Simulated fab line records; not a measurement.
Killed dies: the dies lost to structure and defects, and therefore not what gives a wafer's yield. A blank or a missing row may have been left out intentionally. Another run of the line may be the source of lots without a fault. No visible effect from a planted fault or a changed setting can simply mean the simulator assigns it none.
fab line records -- flow n5_finfet
record: lots: 7, wafers: 39
route steps=1938 shown FIN_SAQP@100
start_h: start of the lot's first displayed wafer, in hours after the record's first day -- wait_h: hours since the lot's step before -- " as in the row above -- L1.1+2: a row that stands for several wafers -- - no value, or no start was given -- * or withheld: withheld -- < > ~ a bound
route shown NAME@n: a module of which the file shows steps, and the number in the route of the first -- usual: average and standard deviation across the fault-free wafers -- same: alike in all rows -- chamber/n: place in a boat -- sites: each site's reading -- _std_site: how widely they spread, as a standard deviation -- _edge_site: mean of outer sites minus mean of inner sites -- radius_mm: for every site, how far away it sits from the centre of the wafer -- mask NAME#n: copy n -- behind: the most recent tool/chamber to have shaped the wafer -- hold: the reason the lot was held/the length of the hold in hours/how it ended -- device: the transistor (n, p or np) that didn't switch -- end of line: tests of these same wafers at the route's end -- a step without rows: its recipe alone -- killed: at the first sort, the dies lost to defects and structure; wafer yield is something else -- map: a wafer's dies, marking killed ones x, the rest . and places with no die _
set.NAME: the run value of the setting; set.NAME@STEP: its run value at that earlier step -- model.NAME: the simulator's own value behind a step, which no gauge read
lots whose settings were changed on purpose; a table a step, a row a wafer
== steps ==
step: N5_FIN_SAQP_PECVD_06
recipe: material: a-Si, target_thk_a: 600, temp_c: 400, precursor: SiH4/He, pressure_torr: 3, rf_w: 100, time_s: 48.1
lot.wafer,tool,chamber,start_h,wait_h,set.time_s,model.a-Si_of_FIN_SAQP_PECVD_06.thk_nm
L076.1,pecvd-01,2,33.51,0.0,20.23,23.99
L076.2,pecvd-01,1,33.51,0.0,20.23,24.72
L076.3,pecvd-01,0,33.51,0.0,20.23,23.93
L076.4,pecvd-01,1,33.51,0.0,48.1,60.12
L076.5,pecvd-01,2,33.51,0.0,48.1,60.07
L076.6,pecvd-01,0,33.51,0.0,48.1,59.3
L080.1,pecvd-02,1,57.71,0.0,48.1,59.98
L080.2,pecvd-02,2,57.71,0.0,48.1,60.37
L080.3,pecvd-02,0,57.71,0.0,48.1,61.05
L080.4,pecvd-02,1,57.71,0.0,48.1,61.41
L080.5,pecvd-02,0,57.71,0.0,48.1,60.81
L080.6,pecvd-02,2,57.71,0.0,48.1,60.86
L087.1,pecvd-01,2,101.67,0.0,48.1,59.54
L087.2,pecvd-01,0,101.67,0.0,73.47,91.48
L087.3,pecvd-01,1,101.67,0.0,48.1,59.55
L087.4,pecvd-01,1,101.67,0.0,73.47,92.56
L087.5,pecvd-01,2,101.67,0.0,73.47,92.37
L087.6,pecvd-01,0,101.67,0.0,48.1,60.03
L090.1,pecvd-04,1,117.71,0.0,48.1,59.99
L090.2,pecvd-04,0,117.71,0.0,66.54,82.22
L090.3,pecvd-04,2,117.71,0.0,48.1,58.73
L090.4,pecvd-04,0,117.71,0.0,66.54,82.16
L090.5,pecvd-04,1,117.71,0.0,66.54,83.87
L090.6,pecvd-04,2,117.71,0.0,48.1,60.28
L091.1,pecvd-01,2,123.57,0.0,48.1,59.54
L091.2,pecvd-01,0,123.57,0.0,67.7,84.12
L091.3,pecvd-01,1,123.57,0.0,48.1,59.66
L091.4,pecvd-01,1,123.57,0.0,67.7,86.29
L091.5,pecvd-01,2,123.57,0.0,48.1,60.56
L091.6,pecvd-01,0,123.57,0.0,67.7,85.87
L094.1,pecvd-04,0,142.47,0.0,48.1,58.87
L094.2,pecvd-04,2,142.47,0.0,48.1,58.9
L094.3,pecvd-04,1,142.47,0.0,48.1,59.83
L094.4,pecvd-04,0,142.47,0.0,48.1,59.3
L094.5,pecvd-04,2,142.47,0.0,48.1,60.55
L094.6,pecvd-04,1,142.47,0.0,48.1,60.58
L097.3,pecvd-02,2,161.59,0.0,48.1,59.42
L097.5,pecvd-02,0,161.59,0.0,48.1,60.12
L097.6,pecvd-02,1,161.59,0.0,48.1,60.6
step: N5_FIN_SAQP_THK_MEAS_07
usual: thk_nm: 59.9/0.73
lot.wafer,tool,chamber,start_h,wait_h,set.time_s@FIN_SAQP_PECVD_06,thk_nm
L076.1,film_metro-02,-,33.60,0.1,20.23,24.0
L076.2,film_metro-02,-,33.60,0.1,20.23,24.7
L076.3,film_metro-02,-,33.60,0.1,20.23,23.9
L076.4,film_metro-02,-,33.60,0.1,48.1,60.1
L076.5,film_metro-02,-,33.60,0.1,48.1,60.1
L076.6,film_metro-02,-,33.60,0.1,48.1,59.3
L080.1,film_metro-01,-,57.80,0.1,48.1,60.0
L080.2,film_metro-01,-,57.80,0.1,48.1,60.4
L080.3,film_metro-01,-,57.80,0.1,48.1,61.0
L080.4,film_metro-01,-,57.80,0.1,48.1,61.4
L080.5,film_metro-01,-,57.80,0.1,48.1,60.8
L080.6,film_metro-01,-,57.80,0.1,48.1,60.8
L087.1,film_metro-01,-,101.76,0.1,48.1,59.5
L087.2,film_metro-01,-,101.76,0.1,73.47,91.4
L087.3,film_metro-01,-,101.76,0.1,48.1,59.5
L087.4,film_metro-01,-,101.76,0.1,73.47,92.6
L087.5,film_metro-01,-,101.76,0.1,73.47,92.4
L087.6,film_metro-01,-,101.76,0.1,48.1,60.1
L090.1,film_metro-02,-,117.80,0.1,48.1,60.0
L090.2,film_metro-02,-,117.80,0.1,66.54,82.2
L090.3,film_metro-02,-,117.80,0.1,48.1,58.7
L090.4,film_metro-02,-,117.80,0.1,66.54,82.2
L090.5,film_metro-02,-,117.80,0.1,66.54,83.8
L090.6,film_metro-02,-,117.80,0.1,48.1,60.3
L091.1,film_metro-01,-,123.66,0.1,48.1,59.5
L091.2,film_metro-01,-,123.66,0.1,67.7,84.0
L091.3,film_metro-01,-,123.66,0.1,48.1,59.7
L091.4,film_metro-01,-,123.66,0.1,67.7,86.2
L091.5,film_metro-01,-,123.66,0.1,48.1,60.6
L091.6,film_metro-01,-,123.66,0.1,67.7,85.9
L094.1,film_metro-01,-,142.56,0.1,48.1,58.8
L094.2,film_metro-01,-,142.56,0.1,48.1,58.9
L094.3,film_metro-01,-,142.56,0.1,48.1,59.8
L094.4,film_metro-01,-,142.56,0.1,48.1,59.3
L094.5,film_metro-01,-,142.56,0.1,48.1,60.5
L094.6,film_metro-01,-,142.56,0.1,48.1,60.6
L097.3,film_metro-01,-,161.68,0.1,48.1,59.4
L097.5,film_metro-01,-,161.68,0.1,48.1,60.1
L097.6,film_metro-01,-,161.68,0.1,48.1,60.6
step: N5_FIN_SAQP_HM_DEP_72
recipe: material: SiO2, target_thk_a: 120, temp_c: 400, precursor: SiH4/N2O, pressure_torr: 0.75, rf_w: 275, time_s: 7.2
step: N5_FIN_SAQP_COAT_49
recipe: resist: SOC, temp_c: 250, time_s: 60, spin_rpm: 1500, resist_thk_nm: 100
step: N5_FIN_SAQP_HM_OPEN_73
recipe: chemistry: CHF3/O2, target: SiO2, stop_on: a-Si, target_depth_a: 120, over_etch_frac: 1.8, mask_material: SOC, time_s: 16.8, pressure_mtorr: 30, source_w: 650, bias_w: 170, Ar_flow_sccm: 200, CHF3_flow_sccm: 50, O2_flow_sccm: 5, ion_energy_ev: 200, ends: end_point
step: N5_FIN_SAQP_STRIP_74
recipe: chemistry: CHF3/O2, resist: SiARC, rf_frequency_hz: 6e+07
step: N5_FIN_SAQP_MANDREL_ETCH_22
recipe: target_depth_a: 600, chemistry: HBr/Cl2, target: a-Si, stop_on: SiNx, bt_time_s: 10, over_etch_frac: 0.5, time_s: 30, pressure_mtorr: 10, icp_w: 800, bias_w: 75, HBr_flow_sccm: 150, Cl2_flow_sccm: 80, ends: end_point
usual: oes_product_au: 0.760/0.017
lot.wafer,tool,chamber,start_h,wait_h,set.time_s@FIN_SAQP_PECVD_06,oes_product_au,model.etch.depth_nm
L076.1,rie_si-01,3,34.34,0.0,20.23,0.483,23.99
L076.2,rie_si-01,0,34.34,0.0,20.23,0.504,24.64
L076.3,rie_si-01,1,34.34,0.0,20.23,0.492,23.93
L076.4,rie_si-01,2,34.34,0.0,48.1,0.791,60.12
L076.5,rie_si-01,3,34.34,0.0,48.1,0.745,60.07
L076.6,rie_si-01,0,34.34,0.0,48.1,0.770,59.23
L080.1,rie_si-01,2,58.55,0.0,48.1,0.789,59.98
L080.2,rie_si-01,3,58.55,0.0,48.1,0.749,60.37
L080.3,rie_si-01,1,58.55,0.0,48.1,0.761,60.96
L080.4,rie_si-01,0,58.55,0.0,48.1,0.782,61.41
L080.5,rie_si-01,2,58.55,0.0,48.1,0.797,60.81
L080.6,rie_si-01,3,58.55,0.0,48.1,0.754,60.78
L087.1,rie_si-01,0,102.65,0.0,48.1,0.762,59.54
L087.2,rie_si-01,2,102.65,0.0,73.47,1.027,90.77
L087.3,rie_si-01,1,102.65,0.0,48.1,0.762,59.46
L087.4,rie_si-01,3,102.65,0.0,73.47,0.961,89.61
L087.5,rie_si-01,0,102.65,0.0,73.47,1.004,89.2
L087.6,rie_si-01,1,102.65,0.0,48.1,0.754,60.03
L090.1,rie_si-04,3,118.54,0.0,48.1,0.769,59.93
L090.2,rie_si-04,0,118.54,0.0,66.54,0.924,82.15
L090.3,rie_si-04,2,118.54,0.0,48.1,0.743,58.62
L090.4,rie_si-04,1,118.54,0.0,66.54,0.920,82.09
L090.5,rie_si-04,2,118.54,0.0,66.54,0.937,83.8
L090.6,rie_si-04,1,118.54,0.0,48.1,0.767,60.16
L091.1,rie_si-03,3,124.53,0.0,48.1,0.747,59.43
L091.2,rie_si-03,2,124.53,0.0,67.7,0.936,84.05
L091.3,rie_si-03,1,124.53,0.0,48.1,0.763,59.59
L091.4,rie_si-03,0,124.53,0.0,67.7,0.954,86.22
L091.5,rie_si-03,3,124.53,0.0,48.1,0.749,60.49
L091.6,rie_si-03,0,124.53,0.0,67.7,0.948,85.76
L094.1,rie_si-03,1,143.42,0.0,48.1,0.756,58.87
L094.2,rie_si-03,2,143.42,0.0,48.1,0.743,58.9
L094.3,rie_si-03,3,143.42,0.0,48.1,0.748,59.83
L094.4,rie_si-03,0,143.42,0.0,48.1,0.756,59.21
L094.5,rie_si-03,1,143.42,0.0,48.1,0.780,60.55
L094.6,rie_si-03,0,143.42,0.0,48.1,0.757,60.5
L097.3,rie_si-01,1,162.55,0.0,48.1,0.761,59.42
L097.5,rie_si-01,2,162.55,0.0,48.1,0.791,60.03
L097.6,rie_si-01,3,162.55,0.0,48.1,0.750,60.6
step: N5_FIN_SAQP_STRIP_55
recipe: chemistry: N2/H2, power_w: 500, temp_c: 40, pressure_mtorr: 50, rf_frequency_hz: 6e+07, overash_fraction: 0.3, bias_power_w: 28, h2_frac: 0.5, n2_flow_sccm: 300, h2_flow_sccm: 300
step: N5_FIN_SAQP_STRIP_23
recipe: chemistry: SPM, time_s: 750, temp_c: 130, h2so4_h2o2_vol_ratio: 4
step: N5_FIN_SAQP_RECESS_75
recipe: chemistry: HF/NH3, target: SiO2, target_depth_a: 144, afs_cycles: 3, temp_c: 30, sublimation_temp_c: 180, sublimation_time_s: 60
step: N5_FIN_SAQP_SPACER1_ALD_24
recipe: material: SiO2, target_thk_a: 203, temp_c: 300, ald_precursor_family: BDEAS, ald_co_reactant: O2-plasma, pulse_time_s: 1, purge_time_s: 2, co_reactant_purge_time_s: 2, ald_cycles: 218, pressure_torr: 2
step: N5_FIN_SAQP_SPACER1_ETCHBACK_25
recipe: chemistry: CHF3/O2, mode: anisotropic_etchback, target: SiO2, target_depth_a: 244, time_s: 12.2, pressure_mtorr: 30, source_w: 650, bias_w: 170, Ar_flow_sccm: 200, CHF3_flow_sccm: 50, O2_flow_sccm: 5, ion_energy_ev: 200
lot.wafer,tool,chamber,start_h,wait_h,set.time_s@FIN_SAQP_PECVD_06,model.a-Si_of_FIN_SAQP_PECVD_06.thk_nm
L076.1+3,rie_diel-05,"1,0",36.07,0.6,20.23,23
L076.2,rie_diel-05,3,36.07,0.6,20.23,23.6
L076.4+5,rie_diel-05,2,36.07,0.6,48.1,59.2
L076.6,rie_diel-05,1,36.07,0.6,48.1,58.2
L080.1,rie_diel-03,0,60.23,0.4,48.1,59
L080.2,rie_diel-03,3,60.23,0.4,48.1,59.4
L080.3,rie_diel-03,2,60.23,0.4,48.1,60
L080.4,rie_diel-03,1,60.23,0.4,48.1,60.4
L080.5+6,rie_diel-03,"2,1",60.23,0.4,48.1,59.8
L087.1+3,rie_diel-03,"2,1",104.24,0.4,48.1,58.6
L087.2,rie_diel-03,0,104.24,0.4,73.47,90.6
L087.4,rie_diel-03,3,104.24,0.4,73.47,91.6
L087.5,rie_diel-03,0,104.24,0.4,73.47,91.4
L087.6,rie_diel-03,1,104.24,0.4,48.1,59.2
L090.1,rie_diel-02,1,120.09,0.4,48.1,59
L090.2+4,rie_diel-02,"3,2",120.09,0.4,66.54,81.2
L090.3,rie_diel-02,2,120.09,0.4,48.1,57.6
L090.5,rie_diel-02,1,120.09,0.4,66.54,82.8
L090.6,rie_diel-02,3,120.09,0.4,48.1,59.2
L091.1,rie_diel-02,2,127.34,0.4,48.1,58.4
L091.2,rie_diel-02,1,127.34,0.4,67.7,83.2
L091.3,rie_diel-02,3,127.34,0.4,48.1,58.6
L091.4,rie_diel-02,3,127.34,0.4,67.7,85.4
L091.5,rie_diel-02,1,127.34,0.4,48.1,59.6
L091.6,rie_diel-02,2,127.34,0.4,67.7,84.8
L094.1+2,rie_diel-05,"2,3",145.27,0.4,48.1,58
L094.3,rie_diel-05,0,145.27,0.4,48.1,59
L094.4,rie_diel-05,1,145.27,0.4,48.1,58.2
L094.5+6,rie_diel-05,"3,0",145.27,0.4,48.1,59.6
L097.3,rie_diel-05,0,164.67,0.4,48.1,58.4
L097.5,rie_diel-05,0,164.67,0.4,48.1,59.2
L097.6,rie_diel-05,3,164.67,0.4,48.1,59.6
step: N5_FIN_SAQP_SPACER2_ALD_28
recipe: material: SiO2, target_thk_a: 81, temp_c: 300, ald_precursor_family: BDEAS, ald_co_reactant: O2-plasma, pulse_time_s: 1, purge_time_s: 2, co_reactant_purge_time_s: 2, pressure_torr: 2
lot.wafer,tool,chamber,start_h,wait_h,set.target_thk_a,model.SiO2_of_FIN_SAQP_SPACER2_ALD_28.thk_nm
L076.1+2+6,ald_sin-02,"0,1,3",37.38,0.1,43.98,4.4
L076.3+4+5,ald_sin-02,"2,3,0",37.38,0.1,81,8
L080.1+3+6,ald_sin-04,"1,3,1",61.46,0.1,81,8
L080.2+4+5,ald_sin-04,"0,2,0",61.46,0.1,81,8.2
L087.1+3,ald_sin-04,"2,3",107.87,2.5,81,8.2
L087.2+4+5+6,ald_sin-04,"0,1,1,0",107.87,2.5,81,8
L090.1,ald_sin-02,1,121.38,0.1,81,8.2
L090.2+3+4+5+6,ald_sin-02,"0,2,3,1,2",121.38,0.1,81,8
L091.1+2+3+5+6,ald_sin-02,"0,3,2,2,3",129.06,0.5,81,8
L091.4,ald_sin-02,1,129.06,0.5,81,8.2
L094.1+2+6,ald_sin-02,"3,2,1",147.00,0.6,106.3,10.6
L094.3+4,ald_sin-02,"1,0",147.00,0.6,81,8
L094.5,ald_sin-02,2,147.00,0.6,81,8.2
L097.3+5+6,ald_sin-03,"1,2,1",166.19,0.2,81,8
step: N5_FIN_SAQP_SPACER2_ETCHBACK_29
recipe: chemistry: CHF3/O2, mode: anisotropic_etchback, target: SiO2, target_depth_a: 122, time_s: 6.1, pressure_mtorr: 30, source_w: 650, bias_w: 170, Ar_flow_sccm: 200, CHF3_flow_sccm: 50, O2_flow_sccm: 5, ion_energy_ev: 200
step: N5_FIN_SAQP_MANDREL2_REMOVE_60
recipe: chemistry: HBr/Cl2/O2, bt_time_s: 10, target: a-Si, stop_on: SiNx, endpoint: OES-SiCl, over_etch_frac: 1, icp_w: 600, bias_w: 22, HBr_flow_sccm: 150, Cl2_flow_sccm: 80, O2_flow_sccm: 5, pressure_mtorr: 10
lot.wafer,tool,chamber,start_h,wait_h,set.target_thk_a@FIN_SAQP_SPACER2_ALD_28,model.FIN_SAQP.cd_nm
L076.1+2+6,rie_si-01,"2,0,0",37.79,0.1,43.98,4.4
L076.3+4+5,rie_si-01,"1,3,1",37.79,0.1,81,8
L080.1+4,rie_si-04,"3,0",61.87,0.1,81,8
L080.2+3+5+6,rie_si-04,"2,1,2,1",61.87,0.1,81,8.2
L087.1+2,rie_si-03,"0,3",108.28,0.1,81,8.2
L087.3+4+5+6,rie_si-03,"1,2,2,3",108.28,0.1,81,8
L090.1+3+4,rie_si-03,"0,2,1",121.79,0.1,81,8.2
L090.2+5+6,rie_si-03,"3,2,1",121.79,0.1,81,8
L091.1+4,rie_si-03,"1,0",129.47,0.1,81,8.2
L091.2,rie_si-03,3,129.47,0.1,81,7.8
L091.3+5+6,rie_si-03,"2,3,2",129.47,0.1,81,8
L094.1+2+6,rie_si-01,"1,2,2",147.41,0.1,106.3,10.6
L094.3+4+5,rie_si-01,"0,3,1",147.41,0.1,81,8
L097.3+5,rie_si-04,"1,0",166.63,0.1,81,8
L097.6,rie_si-04,1,166.63,0.1,81,8.2
step: N5_FIN_SAQP_CD_MEAS_31
recipe: target_cd_nm: 8, landing_energy_ev: 1000, detector: se_inlens, polarity: line
usual: cd_nm: 8.13/0.23
lot.wafer,tool,chamber,start_h,wait_h,set.target_thk_a@FIN_SAQP_SPACER2_ALD_28,cd_nm
L076.1,cd_sem-02,0,37.90,0.1,43.98,4.38
L076.2,cd_sem-02,0,37.90,0.1,43.98,4.31
L076.3,cd_sem-02,0,37.90,0.1,81,8.15
L076.4,cd_sem-02,0,37.90,0.1,81,8.28
L076.5,cd_sem-02,0,37.90,0.1,81,8.31
L076.6,cd_sem-02,0,37.90,0.1,43.98,4.31
L080.1,cd_sem-01,0,61.98,0.1,81,8.19
L080.2,cd_sem-01,0,61.98,0.1,81,7.96
L080.3,cd_sem-01,0,61.98,0.1,81,8.51
L080.4,cd_sem-01,0,61.98,0.1,81,8.02
L080.5,cd_sem-01,0,61.98,0.1,81,7.99
L080.6,cd_sem-01,0,61.98,0.1,81,8.31
L087.1,cd_sem-03,0,108.39,0.1,81,8.23
L087.2,cd_sem-03,0,108.39,0.1,81,8.24
L087.3,cd_sem-03,0,108.39,0.1,81,8.19
L087.4,cd_sem-03,0,108.39,0.1,81,7.87
L087.5,cd_sem-03,0,108.39,0.1,81,8.10
L087.6,cd_sem-03,0,108.39,0.1,81,7.92
L090.1,cd_sem-03,0,121.90,0.1,81,8.21
L090.2,cd_sem-03,0,121.90,0.1,81,7.94
L090.3,cd_sem-03,0,121.90,0.1,81,8.19
L090.4,cd_sem-03,0,121.90,0.1,81,7.76
L090.5,cd_sem-03,0,121.90,0.1,81,8.40
L090.6,cd_sem-03,0,121.90,0.1,81,8.27
L091.1,cd_sem-03,0,129.58,0.1,81,7.87
L091.2,cd_sem-03,0,129.58,0.1,81,7.92
L091.3,cd_sem-03,0,129.58,0.1,81,8.30
L091.4,cd_sem-03,0,129.58,0.1,81,8.02
L091.5,cd_sem-03,0,129.58,0.1,81,8.20
L091.6,cd_sem-03,0,129.58,0.1,81,7.70
L094.1,cd_sem-02,0,147.52,0.1,106.3,10.45
L094.2,cd_sem-02,0,147.52,0.1,106.3,10.33
L094.3,cd_sem-02,0,147.52,0.1,81,8.00
L094.4,cd_sem-02,0,147.52,0.1,81,7.57
L094.5,cd_sem-02,0,147.52,0.1,81,8.32
L094.6,cd_sem-02,0,147.52,0.1,106.3,10.63
L097.3,cd_sem-03,0,166.74,0.1,81,7.89
L097.5,cd_sem-03,0,166.74,0.1,81,8.00
L097.6,cd_sem-03,0,166.74,0.1,81,8.13
step: N5_FIN_SAQP_HM_OPEN_33
recipe: chemistry: CH3F/O2, target: SiNx, mask_material: SiO2, target_depth_a: 494, time_s: 70.6, pressure_mtorr: 30, source_w: 395, bias_w: 73, Ar_flow_sccm: 150, CH3F_flow_sccm: 30, O2_flow_sccm: 20, ion_energy_ev: 120, ends: cleared
step: N5_FIN_SAQP_ETCH_34
recipe: chemistry: C4F6/O2, target: SiO2, target_depth_a: 450, time_s: 15, ion_energy_ev: 250, pressure_mtorr: 30, source_w: 345, bias_w: 185, Ar_flow_sccm: 300, C4F6_flow_sccm: 10, O2_flow_sccm: 10, ends: cleared
step: N5_FIN_SAQP_STRIP_77
recipe: chemistry: N2/H2, time_s: 90, power_w: 100, temp_c: 40, pressure_mtorr: 100, rf_frequency_hz: 6e+07, bias_power_w: 3, n2_flow_sccm: 300, h2_flow_sccm: 300
step: N5_FIN_SAQP_HM_CD_35
recipe: target_cd_nm: 8, polarity: line
usual: cd_nm: 8.14/0.25
lot.wafer,tool,chamber,start_h,wait_h,set.target_thk_a@FIN_SAQP_SPACER2_ALD_28,cd_nm
L076.1,cd_sem-02,-,38.17,0.1,43.98,4.30
L076.2,cd_sem-02,-,38.17,0.1,43.98,4.36
L076.3,cd_sem-02,-,38.17,0.1,81,8.06
L076.4,cd_sem-02,-,38.17,0.1,81,8.28
L076.5,cd_sem-02,-,38.17,0.1,81,7.71
L076.6,cd_sem-02,-,38.17,0.1,43.98,4.39
L080.1,cd_sem-03,-,62.24,0.1,81,8.05
L080.2,cd_sem-03,-,62.24,0.1,81,8.25
L080.3,cd_sem-03,-,62.24,0.1,81,8.43
L080.4,cd_sem-03,-,62.24,0.1,81,8.23
L080.5,cd_sem-03,-,62.24,0.1,81,7.86
L080.6,cd_sem-03,-,62.24,0.1,81,8.22
L087.1,cd_sem-03,-,108.66,0.1,81,8.00
L087.2,cd_sem-03,-,108.66,0.1,81,8.51
L087.3,cd_sem-03,-,108.66,0.1,81,7.80
L087.4,cd_sem-03,-,108.66,0.1,81,8.05
L087.5,cd_sem-03,-,108.66,0.1,81,8.01
L087.6,cd_sem-03,-,108.66,0.1,81,7.91
L090.1,cd_sem-02,-,122.16,0.1,81,8.34
L090.2,cd_sem-02,-,122.16,0.1,81,8.38
L090.3,cd_sem-02,-,122.16,0.1,81,7.77
L090.4,cd_sem-02,-,122.16,0.1,81,8.46
L090.5,cd_sem-02,-,122.16,0.1,81,8.35
L090.6,cd_sem-02,-,122.16,0.1,81,8.33
L091.1,cd_sem-03,-,129.85,0.1,81,8.22
L091.2,cd_sem-03,-,129.85,0.1,81,8.41
L091.3,cd_sem-03,-,129.85,0.1,81,8.39
L091.4,cd_sem-03,-,129.85,0.1,81,8.55
L091.5,cd_sem-03,-,129.85,0.1,81,8.11
L091.6,cd_sem-03,-,129.85,0.1,81,8.50
L094.1,cd_sem-02,-,147.79,0.1,106.3,10.52
L094.2,cd_sem-02,-,147.79,0.1,106.3,11.15
L094.3,cd_sem-02,-,147.79,0.1,81,8.13
L094.4,cd_sem-02,-,147.79,0.1,81,8.02
L094.5,cd_sem-02,-,147.79,0.1,81,8.03
L094.6,cd_sem-02,-,147.79,0.1,106.3,10.80
L097.3,cd_sem-03,-,167.01,0.1,81,8.08
L097.5,cd_sem-03,-,167.01,0.1,81,8.09
L097.6,cd_sem-03,-,167.01,0.1,81,8.27
step: N5_FIN_SAQP_ETCH_64
recipe: chemistry: CF4, target: SiO2, target_depth_a: 15, ion_energy_ev: 350, pressure_mtorr: 10, icp_w: 800, bias_w: 400, cf4_flow_sccm: 80
step: N5_FIN_SAQP_FIN_ETCH_36
recipe: chemistry: HBr/Cl2/O2, target_depth_a: 1200, mask_material: SiNx, time_s: 50.4, bias_w: 102, pressure_mtorr: 10, icp_w: 800, HBr_flow_sccm: 150, Cl2_flow_sccm: 80, O2_flow_sccm: 12
step: N5_FIN_SAQP_CD_MEAS_37
recipe: target_cd_nm: 8, polarity: line
usual: cd_nm: 8.1/0.31
lot.wafer,tool,chamber,start_h,wait_h,set.target_thk_a@FIN_SAQP_SPACER2_ALD_28,cd_nm
L076.1,cd_sem-01,-,38.35,0.1,43.98,4.1
L076.2,cd_sem-01,-,38.35,0.1,43.98,4.4
L076.3,cd_sem-01,-,38.35,0.1,81,7.6
L076.4,cd_sem-01,-,38.35,0.1,81,8.1
L076.5,cd_sem-01,-,38.35,0.1,81,7.7
L076.6,cd_sem-01,-,38.35,0.1,43.98,4.3
L080.1,cd_sem-01,-,62.43,0.1,81,7.9
L080.2,cd_sem-01,-,62.43,0.1,81,8.1
L080.3,cd_sem-01,-,62.43,0.1,81,9.0
L080.4,cd_sem-01,-,62.43,0.1,81,7.9
L080.5,cd_sem-01,-,62.43,0.1,81,7.8
L080.6,cd_sem-01,-,62.43,0.1,81,8.4
L087.1,cd_sem-03,-,108.85,0.1,81,8.4
L087.2,cd_sem-03,-,108.85,0.1,81,8.5
L087.3,cd_sem-03,-,108.85,0.1,81,7.9
L087.4,cd_sem-03,-,108.85,0.1,81,7.9
L087.5,cd_sem-03,-,108.85,0.1,81,8.4
L087.6,cd_sem-03,-,108.85,0.1,81,8.2
L090.1,cd_sem-03,-,122.36,0.1,81,8.3
L090.2,cd_sem-03,-,122.36,0.1,81,8.1
L090.3,cd_sem-03,-,122.36,0.1,81,7.8
L090.4,cd_sem-03,-,122.36,0.1,81,8.4
L090.5,cd_sem-03,-,122.36,0.1,81,8.1
L090.6,cd_sem-03,-,122.36,0.1,81,8.3
L091.1,cd_sem-03,-,130.04,0.1,81,8.3
L091.2,cd_sem-03,-,130.04,0.1,81,8.1
L091.3,cd_sem-03,-,130.04,0.1,81,8.8
L091.4,cd_sem-03,-,130.04,0.1,81,8.8
L091.5,cd_sem-03,-,130.04,0.1,81,8.2
L091.6,cd_sem-03,-,130.04,0.1,81,8.3
L094.1,cd_sem-02,-,147.98,0.1,106.3,11.2
L094.2,cd_sem-02,-,147.98,0.1,106.3,11.2
L094.3,cd_sem-02,-,147.98,0.1,81,8.2
L094.4,cd_sem-02,-,147.98,0.1,81,7.7
L094.5,cd_sem-02,-,147.98,0.1,81,8.0
L094.6,cd_sem-02,-,147.98,0.1,106.3,11.4
L097.3,cd_sem-03,-,167.20,0.1,81,7.8
L097.5,cd_sem-03,-,167.20,0.1,81,7.8
L097.6,cd_sem-03,-,167.20,0.1,81,7.7
== key ==
split: step: N5_FIN_SAQP_PECVD_06, setting: time_s, stated: 48.1, by: wafer
response: step: N5_FIN_SAQP_PECVD_06, reading: model.a-Si_of_FIN_SAQP_PECVD_06.thk_nm, change: +0.615, per: 1%, r: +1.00
response: step: N5_FIN_SAQP_THK_MEAS_07, reading: thk_nm, change: *, per: 1%, r: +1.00
response: step: N5_FIN_SAQP_MANDREL_ETCH_22, reading: oes_product_au, change: +0.00462, per: 1%, r: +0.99
response: step: N5_FIN_SAQP_MANDREL_ETCH_22, reading: model.etch.depth_nm, change: +0.602, per: 1%, r: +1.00
response: step: N5_FIN_SAQP_SPACER1_ETCHBACK_25, reading: model.a-Si_of_FIN_SAQP_PECVD_06.thk_nm, change: +0.616, per: 1%, r: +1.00
split: step: N5_FIN_SAQP_SPACER2_ALD_28, setting: target_thk_a, stated: 81, by: wafer
response: step: N5_FIN_SAQP_SPACER2_ALD_28, reading: model.SiO2_of_FIN_SAQP_SPACER2_ALD_28.thk_nm, change: +0.0795, per: 1%, r: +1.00
response: step: N5_FIN_SAQP_MANDREL2_REMOVE_60, reading: model.FIN_SAQP.cd_nm, change: +0.0802, per: 1%, r: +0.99
response: step: N5_FIN_SAQP_CD_MEAS_31, reading: cd_nm, change: +0.0839, per: 1%, r: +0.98
response: step: N5_FIN_SAQP_HM_CD_35, reading: cd_nm, change: +0.0829, per: 1%, r: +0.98
response: step: N5_FIN_SAQP_CD_MEAS_37, reading: cd_nm, change: +0.0861, per: 1%, r: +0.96
